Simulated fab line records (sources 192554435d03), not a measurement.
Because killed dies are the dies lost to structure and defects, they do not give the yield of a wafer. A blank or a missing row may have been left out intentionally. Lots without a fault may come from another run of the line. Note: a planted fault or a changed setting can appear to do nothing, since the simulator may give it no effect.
fab line records	flow n5Finfet
record: lots: 24	wafers: 72	lastDay: 17
route steps=1938 shown BEOL_M10@1525 BEOL_M11@1589 BEOL_M12@1632
lots with no fault: from the same line, run without faults
startH: start of the lot's first displayed wafer, in hours after the record's first day	waitH: hours elapsed since this lot's preceding step	" unchanged from the row above	L1.1+2: a row that stands for several wafers	- no value, or no start given	* or withheld: withheld	< > ~ a bound
route shown NAME@n: a module of which the file shows steps, and the number in the route of the first	usual: mean/standard deviation taken from wafers without a fault	same: alike in all rows	chamber/n: place in a boat	sites: each site's reading	_std_site: standard deviation across them	_edge_site: outer sites' mean less inner sites'	radiusMm: how far each site lies from the wafer's centre	mask NAME#n: copy n	behind: the last tool/chamber to shape the wafer	hold: reason for holding the lot/hours on hold/outcome of the hold	device: which transistor (n, p or np) failed to switch	end of line: the tests these same wafers got at the end of their route	where a step has no rows: the recipe by itself	killed: dies lost to structure and defects at the first sort, not the wafer's yield	map: a wafer's dies, marking killed ones x, the rest . and places with no die _
set.NAME: the setting the step ran with; set.NAME@STEP: the setting that earlier step ran with	model.NAME: the simulator's own value behind a step, which no gauge read
steps of the route over a sample of lots; a table a step, a row a wafer
services: when a tool's chamber went out of use (startH, in hours from the record's first day, below 0 if earlier), for how many hours, and the reason
== steps ==
step: N5_BEOL_M10_SURFACE_TREAT_76
recipe: gas: Ar	timeS: *	ionEnergyEv: *	ionCurrentMaCm2: 0.5	pressureMtorr: *	arFlowSccm: 30
usual: throttleValvePct: *
lot.wafer	tool	chamber	startH	waitH	throttleValvePct
L075.3	pvdSputter-02	-	213.19	0.2	*
L075.4	"	-	"	"	*
L075.6	"	-	"	"	*
L074.3	pvdSputter-01	-	213.31	0.2	*
L074.5	"	-	"	"	*
L074.6	"	-	"	"	*
L076.3	pvdSputter-03	-	228.37	0.5	*
L076.4	"	-	"	"	*
L076.6	"	-	"	"	*
L077.2	pvdSputter-03	-	236.71	0.2	*
L077.5	"	-	"	"	*
L077.6	"	-	"	"	*
L078.1	pvdSputter-03	-	241.02	0.3	*
L078.3	"	-	"	"	*
L078.6	"	-	"	"	*
L080.1	pvdSputter-03	-	249.89	0.2	*
L080.2	"	-	"	"	*
L080.4	"	-	"	"	*
L079.1	pvdSputter-03	-	250.25	0.2	*
L079.3	"	-	"	"	*
L079.5	"	-	"	"	*
L082.1	pvdSputter-03	-	256.31	1.6	*
L082.2	"	-	"	"	*
L082.3	"	-	"	"	*
L081.2	pvdSputter-02	-	257.46	0.2	*
L081.5	"	-	"	"	*
L081.6	"	-	"	"	*
L083.3	pvdSputter-03	-	272.98	0.2	*
L083.4	"	-	"	"	*
L083.5	"	-	"	"	*
L084.3	pvdSputter-03	-	280.07	0.2	*
L084.4	"	-	"	"	*
L084.6	"	-	"	"	*
L086.2	pvdSputter-03	-	282.07	1.9	*
L086.3	"	-	"	"	*
L086.5	"	-	"	"	*
L085.2	pvdSputter-03	-	285.83	0.2	*
L085.4	"	-	"	"	*
L085.5	"	-	"	"	*
L087.3	pvdSputter-02	-	292.80	0.2	*
L087.4	"	-	"	"	*
L087.5	"	-	"	"	*
L088.1	pvdSputter-03	-	307.82	0.2	*
L088.3	"	-	"	"	*
L088.5	"	-	"	"	*
L090.2	pvdSputter-03	-	310.29	1.8	*
L090.5	"	-	"	"	*
L090.6	"	-	"	"	*
L089.1	pvdSputter-02	-	312.25	0.2	*
L089.5	"	-	"	"	*
L089.6	"	-	"	"	*
L091.1	pvdSputter-02	-	326.29	0.2	*
L091.2	"	-	"	"	*
L091.6	"	-	"	"	*
L092.1	pvdSputter-02	-	328.01	0.2	*
L092.3	"	-	"	"	*
L092.4	"	-	"	"	*
L093.2	pvdSputter-03	-	330.46	0.2	*
L093.4	"	-	"	"	*
L093.5	"	-	"	"	*
L094.1	pvdSputter-01	-	334.08	0.2	*
L094.2	"	-	"	"	*
L094.3	"	-	"	"	*
L095.2	pvdSputter-01	-	342.55	0.2	*
L095.3	"	-	"	"	*
L095.5	"	-	"	"	*
L096.2	pvdSputter-01	-	349.27	0.2	*
L096.4	"	-	"	"	*
L096.5	"	-	"	"	*
L097.1	pvdSputter-03	-	350.45	0.5	*
L097.3	"	-	"	"	*
L097.5	"	-	"	"	*
step: N5_BEOL_M11_PRE_CLEAN_45
recipe: gas: H2/He	timeS: 30	tempC: 250
usual: heaterPowerW: 316/22
lot.wafer	tool	chamber	startH	waitH	heaterPowerW
L075.3	pvdSputter-02	-	220.80	0.0	285
L075.4	"	-	"	"	320
L075.6	"	-	"	"	288
L074.3	pvdSputter-03	-	221.06	0.0	290
L074.5	"	-	"	"	343
L074.6	"	-	"	"	324
L076.3	pvdSputter-02	-	236.82	0.0	317
L076.4	"	-	"	"	288
L076.6	"	-	"	"	288
L077.2	pvdSputter-02	-	243.18	0.0	292
L077.5	"	-	"	"	317
L077.6	"	-	"	"	292
L078.1	pvdSputter-01	-	249.62	0.0	331
L078.3	"	-	"	"	307
L078.6	"	-	"	"	329
L079.1	pvdSputter-02	-	257.00	0.0	289
L079.3	"	-	"	"	289
L079.5	"	-	"	"	287
L080.1	pvdSputter-03	-	257.52	0.0	330
L080.2	"	-	"	"	287
L080.4	"	-	"	"	346
L082.1	pvdSputter-02	-	260.99	0.0	317
L082.2	"	-	"	"	281
L082.3	"	-	"	"	334
L081.2	pvdSputter-01	-	263.71	0.0	332
L081.5	"	-	"	"	322
L081.6	"	-	"	"	332
L083.3	pvdSputter-03	-	279.44	0.0	363
L083.4	"	-	"	"	328
L083.5	"	-	"	"	351
L084.3	pvdSputter-01	-	288.15	0.0	331
L084.4	"	-	"	"	319
L084.6	"	-	"	"	320
L086.2	pvdSputter-03	-	288.85	0.0	323
L086.3	"	-	"	"	279
L086.5	"	-	"	"	372
L085.2	pvdSputter-02	-	292.88	0.0	286
L085.4	"	-	"	"	292
L085.5	"	-	"	"	286
L087.3	pvdSputter-02	-	300.47	0.0	282
L087.4	"	-	"	"	324
L087.5	"	-	"	"	292
L088.1	pvdSputter-01	-	316.11	0.0	311
L088.3	"	-	"	"	327
L088.5	"	-	"	"	328
L090.2	pvdSputter-02	-	317.99	0.0	286
L090.5	"	-	"	"	290
L090.6	"	-	"	"	320
L089.1	pvdSputter-02	-	320.61	0.0	303
L089.5	"	-	"	"	293
L089.6	"	-	"	"	333
L091.1	pvdSputter-01	-	331.04	0.0	320
L091.2	"	-	"	"	297
L091.6	"	-	"	"	304
L092.1	pvdSputter-01	-	334.04	0.0	340
L092.3	"	-	"	"	320
L092.4	"	-	"	"	317
L093.2	pvdSputter-03	-	337.82	0.0	328
L093.4	"	-	"	"	369
L093.5	"	-	"	"	353
L094.1	pvdSputter-03	-	342.99	0.0	296
L094.2	"	-	"	"	365
L094.3	"	-	"	"	326
L095.2	pvdSputter-01	-	349.89	0.0	329
L095.3	"	-	"	"	303
L095.5	"	-	"	"	312
L096.2	pvdSputter-02	-	355.40	0.0	286
L096.4	"	-	"	"	329
L096.5	"	-	"	"	312
L097.1	pvdSputter-02	-	363.96	0.0	315
L097.3	"	-	"	"	317
L097.5	"	-	"	"	290
step: N5_BEOL_M11_DEP_56
recipe: material: SiCN	targetThkA: 300	tempC: withheld	precursor: 3MS/NH3	pressureTorr: 3	rfW: 675	timeS: 10.5
usual: showerheadPlenumPTorr: 4.149/0.012	throttleValvePct: 18.0/1.3
lot.wafer	tool	chamber	startH	waitH	showerheadPlenumPTorr	throttleValvePct
L075.3	pecvd-02	1	222.32	0.0	4.153	18.6
L075.4	"	0	"	"	4.152	17.9
L075.6	"	1	"	"	4.161	19.1
L074.3	pecvd-01	0	222.69	0.0	4.139	16.6
L074.5	"	1	"	"	4.149	20.4
L074.6	"	0	"	"	4.140	16.6
L076.3	pecvd-02	1	238.88	0.0	4.150	19.1
L076.4	"	2	"	"	4.143	16.9
L076.6	"	2	"	"	4.156	16.7
L077.2	pecvd-04	1	245.93	0.0	4.157	19.0
L077.5	"	1	"	"	4.153	18.9
L077.6	"	0	"	"	4.139	19.0
L078.1	pecvd-02	1	251.54	0.0	4.162	18.8
L078.3	"	2	"	"	4.151	16.7
L078.6	"	0	"	"	4.148	17.7
L079.1	pecvd-02	2	258.56	0.0	4.143	16.6
L079.3	"	1	"	"	4.171	18.8
L079.5	"	0	"	"	4.136	17.9
L080.1	pecvd-01	1	260.28	0.0	4.149	20.9
L080.2	"	2	"	"	4.159	15.8
L080.4	"	2	"	"	4.160	15.7
L082.1	pecvd-04	1	264.47	0.0	4.147	18.9
L082.2	"	2	"	"	4.160	17.6
L082.3	"	0	"	"	4.126	19.1
L081.2	pecvd-01	0	265.20	0.0	4.131	16.7
L081.5	"	0	"	"	4.145	16.7
L081.6	"	2	"	"	4.171	15.8
L083.3	pecvd-01	0	281.27	0.0	4.139	16.5
L083.4	"	0	"	"	4.139	16.4
L083.5	"	2	"	"	4.168	15.9
L084.3	pecvd-02	0	289.80	0.0	4.153	18.0
L084.4	"	1	"	"	4.153	18.8
L084.6	"	2	"	"	4.134	17.0
L086.2	pecvd-04	0	290.75	0.0	4.121	19.1
L086.3	"	2	"	"	4.173	17.4
L086.5	"	2	"	"	4.157	17.8
L085.2	pecvd-04	1	294.90	0.0	4.151	18.9
L085.4	"	2	"	"	4.164	17.5
L085.5	"	0	"	"	4.132	19.1
L087.3	pecvd-02	0	302.01	0.0	4.147	18.4
L087.4	"	0	"	"	4.147	18.1
L087.5	"	2	"	"	4.148	16.8
L088.1	pecvd-04	0	317.72	0.0	4.146	18.9
L088.3	"	1	"	"	4.150	19.0
L088.5	"	0	"	"	4.135	19.0
L090.2	pecvd-02	0	320.64	0.0	4.134	17.9
L090.5	"	0	"	"	4.134	18.1
L090.6	"	2	"	"	4.139	16.7
L089.1	pecvd-01	0	322.35	0.0	4.146	16.8
L089.5	"	0	"	"	4.132	16.7
L089.6	"	1	"	"	4.138	20.5
L091.1	pecvd-04	0	334.09	0.0	4.131	19.0
L091.2	"	1	"	"	4.158	18.8
L091.6	"	2	"	"	4.170	17.5
L092.1	pecvd-02	0	336.22	0.0	4.142	18.1
L092.3	"	2	"	"	4.138	16.9
L092.4	"	0	"	"	4.144	17.9
L093.2	pecvd-04	0	339.40	0.0	4.129	19.2
L093.4	"	1	"	"	4.150	18.9
L093.5	"	2	"	"	4.153	17.4
L094.1	pecvd-04	0	345.79	0.0	4.131	18.9
L094.2	"	2	"	"	4.167	17.7
L094.3	"	1	"	"	4.143	19.1
L095.2	pecvd-02	1	351.64	0.0	4.163	18.9
L095.3	"	2	"	"	4.134	16.7
L095.5	"	2	"	"	4.144	16.7
L096.2	pecvd-04	2	356.94	0.0	4.171	17.3
L096.4	"	2	"	"	4.160	17.7
L096.5	"	1	"	"	4.151	19.1
L097.1	pecvd-01	1	366.05	0.0	4.147	20.7
L097.3	"	2	"	"	4.177	16.0
L097.5	"	1	"	"	4.146	20.7
step: N5_BEOL_M12_CD_MEAS_28
recipe: targetCdNm: 160.2	landingEnergyEv: 500	detector: seInlens	polarity: opening
usual: cdNm: 160.6/1.6
same: landingEnergyEv: 500
lot.wafer	tool	chamber	startH	waitH	cdNm
L075.3	cdSem-01	0	224.10	-	157.2
L075.4	"	0	"	"	161.5
L075.6	"	0	"	"	158.4
L074.3	cdSem-01	0	224.49	-	162.6
L074.5	"	0	"	"	159.9
L074.6	"	0	"	"	157.9
L076.3	cdSem-03	0	240.73	-	161.5
L076.4	"	0	"	"	161.6
L076.6	"	0	"	"	161.2
L077.2	cdSem-01	0	247.52	-	157.0
L077.5	"	0	"	"	160.3
L077.6	"	0	"	"	161.8
L078.1	cdSem-01	0	253.22	-	161.8
L078.3	"	0	"	"	160.2
L078.6	"	0	"	"	158.5
L079.1	cdSem-03	0	260.15	-	163.6
L079.3	"	0	"	"	163.3
L079.5	"	0	"	"	160.9
L080.1	cdSem-01	0	262.07	-	161.6
L080.2	"	0	"	"	160.3
L080.4	"	0	"	"	159.8
L082.1	cdSem-01	0	266.19	-	161.6
L082.2	"	0	"	"	158.4
L082.3	"	0	"	"	161.0
L081.2	cdSem-02	0	266.89	-	159.4
L081.5	"	0	"	"	158.8
L081.6	"	0	"	"	161.6
L083.3	cdSem-03	0	282.90	-	160.9
L083.4	"	0	"	"	160.3
L083.5	"	0	"	"	161.3
L084.3	cdSem-01	0	291.40	-	160.9
L084.4	"	0	"	"	158.0
L084.6	"	0	"	"	161.7
L086.2	cdSem-02	0	292.67	-	157.6
L086.3	"	0	"	"	162.7
L086.5	"	0	"	"	161.8
L085.2	cdSem-02	0	296.65	-	162.5
L085.4	"	0	"	"	163.0
L085.5	"	0	"	"	160.2
L087.3	cdSem-01	0	303.74	-	159.2
L087.4	"	0	"	"	160.4
L087.5	"	0	"	"	158.0
L088.1	cdSem-03	0	319.61	-	159.8
L088.3	"	0	"	"	157.3
L088.5	"	0	"	"	159.8
L090.2	cdSem-02	0	322.13	-	161.7
L090.5	"	0	"	"	159.8
L090.6	"	0	"	"	160.4
L089.1	cdSem-02	0	323.82	-	161.9
L089.5	"	0	"	"	162.4
L089.6	"	0	"	"	161.0
L091.1	cdSem-02	0	335.68	-	157.9
L091.2	"	0	"	"	159.7
L091.6	"	0	"	"	156.8
L092.1	cdSem-03	0	338.14	-	162.3
L092.3	"	0	"	"	160.9
L092.4	"	0	"	"	162.2
L093.2	cdSem-03	0	341.52	-	163.4
L093.4	"	0	"	"	162.8
L093.5	"	0	"	"	159.1
L094.1	cdSem-03	0	347.58	-	160.3
L094.2	"	0	"	"	161.2
L094.3	"	0	"	"	159.5
L095.2	cdSem-03	0	353.25	-	156.9
L095.3	"	0	"	"	161.3
L095.5	"	0	"	"	159.9
L096.2	cdSem-02	0	358.53	-	161.2
L096.4	"	0	"	"	160.8
L096.5	"	0	"	"	157.7
L097.1	cdSem-02	0	367.64	-	159.3
L097.3	"	0	"	"	161.1
L097.5	"	0	"	"	158.9
step: N5_BEOL_M12_DESCUM_33
recipe: chemistry: O2	timeS: 7.9	sourcePowerW: 50	biasPowerW: 20	pressureMtorr: 20	rfFrequencyHz: 2.712e+07	tempC: 40	o2FlowSccm: 225
usual: biasPowerW: 20.00/0.054	drypumpMotorCurrentA: 5.7/0.48	oesProductAu: 0.77/0.079	rfVppV: 243.5/1.1	showerheadPlenumPTorr: 2.11/0.05	throttleValvePct: 20.6/0.34
lot.wafer	tool	chamber	startH	waitH	biasPowerW	drypumpMotorCurrentA	oesProductAu	rfHoursCounterH	rfVppV	showerheadPlenumPTorr	throttleValvePct
L075.3	rieDiel-06	2	224.19	0.0	20.05	5.5	0.76	134	242.2	2.09	20.3
L075.4	"	1	"	"	19.97	5.7	0.69	-	242.8	2.17	20.6
L075.6	"	2	"	"	19.99	5.5	0.76	-	242.8	2.09	20.3
L074.3	rieDiel-05	3	224.59	0.0	20.00	5.5	0.79	108	244.8	2.22	20.4
L074.5	"	1	"	"	19.93	6.2	0.82	-	245.7	2.12	20.6
L074.6	"	0	"	"	19.87	5.5	0.77	-	243.5	2.10	20.7
L076.3	rieDiel-05	0	240.81	0.0	20.03	5.5	0.77	142	243.0	2.10	20.8
L076.4	"	1	"	"	20.00	6.2	0.81	108	244.1	2.11	20.7
L076.6	"	1	"	"	20.07	6.2	0.80	-	242.6	2.11	20.6
L077.2	rieDiel-05	1	247.61	0.0	19.91	6.2	0.81	110	244.3	2.11	20.6
L077.5	"	3	"	"	19.99	5.5	0.79	-	246.8	2.22	20.4
L077.6	"	0	"	"	19.96	5.5	0.76	-	242.6	2.10	20.7
L078.1	rieDiel-05	2	253.39	0.1	19.94	4.9	0.71	213	245.0	2.16	20.2
L078.3	"	3	"	"	19.96	5.5	0.78	118	244.4	2.22	20.4
L078.6	"	3	"	"	20.03	5.5	0.78	-	245.4	2.22	20.4
L079.1	rieDiel-02	0	260.24	0.0	20.10	6.5	0.82	86	244.5	2.19	20.4
L079.3	"	2	"	"	20.01	5.1	0.70	212	244.2	2.09	21.0
L079.5	"	3	"	"	20.02	5.9	0.73	-	243.5	2.10	20.8
L080.1	rieDiel-06	2	262.16	0.0	19.98	5.5	0.75	149	242.3	2.08	20.3
L080.2	"	0	"	"	20.02	6.4	0.68	234	243.7	2.07	20.9
L080.4	"	3	"	"	20.03	5.7	0.79	116	244.1	2.11	20.7
L082.1	rieDiel-02	3	266.28	0.0	20.00	5.9	0.73	152	243.8	2.09	20.8
L082.2	"	2	"	"	20.02	5.1	0.69	214	241.6	2.09	21.0
L082.3	"	0	"	"	20.03	6.6	0.82	89	244.3	2.19	20.4
L081.2	rieDiel-02	3	266.98	0.0	19.89	5.8	0.73	152	243.4	2.09	20.8
L081.5	"	0	"	"	19.93	6.5	0.81	-	244.6	2.19	20.4
L081.6	"	2	"	"	19.93	5.1	0.69	-	241.9	2.09	21.0
L083.3	rieDiel-06	3	283.07	0.1	19.97	5.7	0.79	123	243.8	2.11	20.7
L083.4	"	1	"	"	20.05	5.7	0.66	242	244.6	2.16	20.7
L083.5	"	2	"	"	20.01	5.5	0.74	-	243.2	2.08	20.3
L084.3	rieDiel-02	1	291.64	0.2	20.08	6.2	0.96	8	244.3	2.04	19.7
L084.4	"	3	"	"	19.97	5.8	0.72	161	244.0	2.09	20.8
L084.6	"	1	"	"	20.12	6.3	0.95	-	242.2	2.04	19.8
L086.2	rieDiel-02	2	292.91	0.2	20.06	5.1	0.69	224	242.7	2.08	21.0
L086.3	"	1	"	"	19.92	6.3	0.95	8	243.8	2.04	19.8
L086.5	"	0	"	"	20.03	6.5	0.81	-	244.2	2.18	20.4
L085.2	rieDiel-06	3	296.94	0.2	20.06	5.7	0.78	128	244.1	2.11	20.7
L085.4	"	0	"	"	19.87	6.4	0.68	242	242.3	2.07	20.9
L085.5	"	3	"	"	20.06	5.7	0.79	-	243.8	2.11	20.7
L087.3	rieDiel-02	2	304.49	0.7	19.93	5.1	0.69	228	241.9	2.08	21.0
L087.4	"	3	"	"	20.01	5.9	0.72	165	242.8	2.09	20.8
L087.5	"	2	"	"	20.02	5.1	0.69	-	243.1	2.08	21.0
L088.1	rieDiel-05	1	319.70	0.0	19.89	6.2	0.78	138	244.9	2.10	20.7
L088.3	"	3	"	"	20.08	5.5	0.77	138	245.0	2.21	20.5
L088.5	"	2	"	"	20.00	4.9	0.71	-	242.4	2.15	20.2
L090.2	rieDiel-02	2	322.21	0.0	19.93	5.1	0.69	234	243.1	2.08	21.0
L090.5	"	2	"	"	19.91	5.1	0.69	-	242.6	2.08	21.0
L090.6	"	1	"	"	19.98	6.2	0.92	-	241.9	2.04	19.8
L089.1	rieDiel-02	3	323.93	0.0	19.97	5.9	0.71	172	243.8	2.09	20.8
L089.5	"	2	"	"	20.10	5.1	0.69	-	242.4	2.08	21.0
L089.6	"	1	"	"	19.99	6.3	0.93	-	243.0	2.04	19.8
L091.1	rieDiel-02	2	335.84	0.1	20.00	5.1	0.68	240	242.7	2.08	21.1
L091.2	"	0	"	"	20.08	6.6	0.79	109	245.0	2.18	20.4
L091.6	"	2	"	"	20.03	5.1	0.68	-	244.0	2.08	21.0
L092.1	rieDiel-05	2	338.23	0.0	20.03	4.9	0.69	245	244.6	2.15	20.2
L092.3	"	0	"	"	20.04	5.5	0.73	177	242.9	2.09	20.8
L092.4	"	3	"	"	19.95	5.4	0.76	145	245.2	2.21	20.5
L093.2	rieDiel-06	3	341.93	0.4	19.92	5.7	0.77	149	244.3	2.10	20.7
L093.4	"	1	"	"	20.02	5.7	0.95	-	243.8	2.15	20.3
L093.5	"	3	"	"	19.95	5.7	0.76	-	243.5	2.10	20.7
L094.1	rieDiel-06	0	347.76	0.1	20.10	6.4	0.98	1	244.0	2.06	20.5
L094.2	"	2	"	"	19.95	5.5	0.72	184	244.0	2.07	20.4
L094.3	"	3	"	"	20.02	5.7	0.76	151	244.3	2.10	20.7
L095.2	rieDiel-05	3	353.34	0.0	20.02	5.5	0.76	151	243.7	2.21	20.5
L095.3	"	0	"	"	20.05	5.5	0.74	183	244.0	2.09	20.8
L095.5	"	3	"	"	20.05	5.5	0.76	-	244.3	2.21	20.5
L096.2	rieDiel-02	1	358.62	0.0	19.93	6.3	0.89	33	241.4	2.03	19.8
L096.4	"	0	"	"	19.94	6.5	0.79	118	244.3	2.18	20.4
L096.5	"	1	"	"	19.95	6.3	0.90	-	243.3	2.03	19.8
L097.1	rieDiel-06	1	367.73	0.0	19.96	5.7	0.93	15	243.1	2.15	20.3
L097.3	"	3	"	"	20.09	5.7	0.75	158	241.9	2.10	20.7
L097.5	"	3	"	"	20.04	5.7	0.76	-	242.9	2.10	20.7
step: N5_BEOL_M12_STRIP_37
recipe: chemistry: N2/H2	powerW: 1000	tempC: 250	h2Frac: 0.65	overashFraction: 0.3	pressureMtorr: withheld	n2FlowSccm: 1750	h2FlowSccm: 3250
usual: drypumpMotorCurrentA: 5.5/0.37	heaterPowerW: 305/11	oesProductAu: 0.791/0.011
lot.wafer	tool	chamber	startH	waitH	drypumpMotorCurrentA	heaterPowerW	oesProductAu	rfHoursCounterH
L075.3	plasmaAsher-01	0	224.76	0.1	4.9	286	0.789	-
L075.4	"	1	"	"	5.2	307	0.808	-
L075.6	"	1	"	"	5.2	306	0.793	-
L074.3	plasmaAsher-02	1	225.16	0.1	5.9	307	0.788	-
L074.5	"	1	"	"	5.8	298	0.795	-
L074.6	"	0	"	"	5.7	320	0.793	-
L076.3	plasmaAsher-01	0	241.39	0.1	4.9	297	0.793	-
L076.4	"	1	"	"	5.3	299	0.792	-
L076.6	"	0	"	"	5.0	296	0.778	-
L077.2	plasmaAsher-02	0	248.17	0.0	5.8	323	0.787	113
L077.5	"	1	"	"	5.8	309	0.784	-
L077.6	"	0	"	"	5.8	311	0.805	-
L078.1	plasmaAsher-01	0	253.95	0.0	5.0	292	0.785	75
L078.3	"	1	"	"	5.3	294	0.785	-
L078.6	"	0	"	"	4.9	294	0.791	-
L079.1	plasmaAsher-01	0	260.81	0.0	4.9	287	0.793	77
L079.3	"	0	"	"	4.9	293	0.790	-
L079.5	"	0	"	"	5.0	286	0.790	-
L080.1	plasmaAsher-02	1	262.72	0.0	5.9	304	0.776	117
L080.2	"	0	"	"	5.8	331	0.778	117
L080.4	"	1	"	"	5.8	312	0.792	-
L082.1	plasmaAsher-01	1	266.89	0.1	5.3	303	0.791	78
L082.2	"	0	"	"	5.0	289	0.795	78
L082.3	"	1	"	"	5.3	307	0.774	-
L081.2	plasmaAsher-01	1	267.54	0.0	5.3	308	0.788	78
L081.5	"	1	"	"	5.3	311	0.766	-
L081.6	"	0	"	"	4.9	292	0.793	-
L083.3	plasmaAsher-01	0	283.65	0.1	4.9	297	0.815	-
L083.4	"	1	"	"	5.3	300	0.794	-
L083.5	"	1	"	"	5.3	298	0.786	-
L084.3	plasmaAsher-01	0	292.22	0.1	4.9	295	0.796	-
L084.4	"	1	"	"	5.2	308	0.797	-
L084.6	"	1	"	"	5.2	292	0.797	-
L086.2	plasmaAsher-02	1	293.48	0.0	5.9	304	0.799	123
L086.3	"	1	"	"	5.9	295	0.797	-
L086.5	"	0	"	"	5.8	315	0.780	-
L085.2	plasmaAsher-01	1	297.50	0.0	5.3	307	0.793	84
L085.4	"	1	"	"	5.3	309	0.803	-
L085.5	"	1	"	"	5.2	299	0.779	-
L087.3	plasmaAsher-01	0	305.07	0.1	4.9	295	0.797	-
L087.4	"	1	"	"	5.3	301	0.801	-
L087.5	"	1	"	"	5.3	305	0.813	-
L088.1	plasmaAsher-01	1	320.27	0.1	5.3	299	0.805	88
L088.3	"	1	"	"	5.3	300	0.795	-
L088.5	"	1	"	"	5.3	302	0.801	-
L090.2	plasmaAsher-01	0	322.77	0.0	5.0	295	0.789	89
L090.5	"	1	"	"	5.3	302	0.796	-
L090.6	"	0	"	"	4.9	291	0.786	-
L089.1	plasmaAsher-02	0	324.48	0.0	5.8	320	0.784	129
L089.5	"	0	"	"	5.8	320	0.777	-
L089.6	"	1	"	"	5.8	295	0.806	-
L091.1	plasmaAsher-02	0	336.40	0.0	5.7	321	0.795	132
L091.2	"	1	"	"	5.8	306	0.798	132
L091.6	"	1	"	"	5.9	303	0.789	-
L092.1	plasmaAsher-02	1	339.50	0.8	5.9	305	0.784	134
L092.3	"	1	"	"	5.8	305	0.784	-
L092.4	"	0	"	"	5.8	326	0.780	-
L093.2	plasmaAsher-02	1	342.65	0.2	5.8	305	0.800	136
L093.4	"	1	"	"	5.8	312	0.786	-
L093.5	"	0	"	"	5.8	330	0.796	-
L094.1	plasmaAsher-02	0	348.31	0.0	5.8	320	0.778	137
L094.2	"	1	"	"	5.9	298	0.785	137
L094.3	"	1	"	"	5.8	308	0.789	-
L095.2	plasmaAsher-02	0	353.92	0.1	5.8	311	0.804	139
L095.3	"	1	"	"	5.8	310	0.818	-
L095.5	"	0	"	"	5.8	322	0.805	-
L096.2	plasmaAsher-02	0	359.18	0.0	5.8	320	0.777	140
L096.4	"	1	"	"	5.8	299	0.809	-
L096.5	"	1	"	"	5.9	294	0.805	-
L097.1	plasmaAsher-02	0	368.29	0.0	5.8	321	0.775	142
L097.3	"	1	"	"	5.9	305	0.797	-
L097.5	"	1	"	"	5.9	312	0.799	-
== services ==
tool	chamber	startH	hours	kind
pecvd-02	0	192.85	6.5	repair
pecvd-01	-	195.58	6.0	pm
plasmaAsher-01	-	202.47	0.5	repair
rieDiel-06	3	211.16	15.1	repair
pecvd-04	-	218.53	6.0	pm
plasmaAsher-02	-	222.92	0.5	repair
rieDiel-02	2	226.34	13.2	repair
rieDiel-06	1	233.21	4.6	repair
pecvd-02	0	238.79	12.3	repair
plasmaAsher-02	-	239.34	2.8	pm
rieDiel-06	-	242.52	0.3	repair
rieDiel-02	1	251.75	-	clean
rieDiel-02	1	251.75	-	consumableReplace:focusRing
rieDiel-02	1	251.75	19.5	scheduledDown
plasmaAsher-01	-	265.42	1.4	repair
pecvd-04	0	272.73	8.0	repair
pecvd-01	0	276.77	4.4	repair
pecvd-04	-	286.91	2.5	repair
rieDiel-06	0	289.58	6.3	repair
rieDiel-05	3	300.97	6.5	repair
rieDiel-02	0	313.14	13.1	repair
plasmaAsher-01	-	316.74	2.5	repair
plasmaAsher-01	-	330.66	14.6	pm
pecvd-02	0	342.26	4.8	repair
== key ==
fault none
